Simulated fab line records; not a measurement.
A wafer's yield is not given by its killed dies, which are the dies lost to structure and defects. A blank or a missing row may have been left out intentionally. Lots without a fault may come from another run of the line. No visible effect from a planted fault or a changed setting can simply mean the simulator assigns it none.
Matching of chambers || flow nand harc || NHARC_A_STAIRCASE_CMP_450 on cmp-04: 4 sister chambers
The step polishes SiO2, target thk 200 nm. 8 wafers are shown with their chamber, then 7 later ones without.

WAFERS WITH THEIR CHAMBER
{"wafer": "L076.2", "chamber": 1, "motor current A (A)": 12.6, "edge zone pressure frac": 1.003}
{"wafer": "L079.2", "chamber": 2, "motor current A (A)": 14.3, "edge zone pressure frac": 0.998}
{"wafer": "L082.4", "chamber": 0, "motor current A (A)": 11.4, "edge zone pressure frac": 1.000}
{"wafer": "L087.3", "chamber": 1, "motor current A (A)": 12.3, "edge zone pressure frac": 0.997}
{"wafer": "L087.5", "chamber": 0, "motor current A (A)": 11.5, "edge zone pressure frac": 1.003}
{"wafer": "L087.6", "chamber": 3, "motor current A (A)": 13.1, "edge zone pressure frac": 0.993}
{"wafer": "L089.1", "chamber": 3, "motor current A (A)": 13.0, "edge zone pressure frac": 0.993}
{"wafer": "L089.4", "chamber": 2, "motor current A (A)": 14.0, "edge zone pressure frac": 1.003}

WAFERS WITHOUT THEIR CHAMBER
{"wafer": "L089.5", "motor current A (A)": 14.0, "edge zone pressure frac": 1.007}
{"wafer": "L092.1", "motor current A (A)": 15.2, "edge zone pressure frac": 1.004}
{"wafer": "L092.2", "motor current A (A)": 13.0, "edge zone pressure frac": 1.010}
{"wafer": "L092.5", "motor current A (A)": 13.7, "edge zone pressure frac": 1.002}
{"wafer": "L093.1", "motor current A (A)": 14.0, "edge zone pressure frac": 0.998}
{"wafer": "L093.5", "motor current A (A)": 12.6, "edge zone pressure frac": 1.002}
{"wafer": "L093.6", "motor current A (A)": 14.8, "edge zone pressure frac": 0.997}

CHAMBER TAKEN BY EACH
{"wafer": "L089.5", "from the rows above": 2, "in truth": 2}
{"wafer": "L092.1", "from the rows above": 2, "in truth": 2}
{"wafer": "L092.2", "from the rows above": "can't be placed: 1 or 3", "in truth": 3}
{"wafer": "L092.5", "from the rows above": 2, "in truth": 2}
{"wafer": "L093.1", "from the rows above": 2, "in truth": 2}
{"wafer": "L093.5", "from the rows above": 1, "in truth": 1}
{"wafer": "L093.6", "from the rows above": 2, "in truth": 2}
Correctly placed: 6 of 7. These rows do not allow placing 1 (true chamber among the candidates in 1). Placed wrongly: 0.
How it was worked out, from the rows above alone: a wafer's distance from a chamber is the root of the sum, over the readings, of the square of ((its reading less the chamber's mean) divided by the reading's scatter). If the next closest chamber is less than 2 further off than the closest, the wafer can't be placed; otherwise it belongs to the closest. A chamber's mean is the mean of its shown wafers. The scatter: take each reading less its chamber's mean, square it, sum over the shown wafers, divide by the number of wafers less the number of chambers, and take the root.
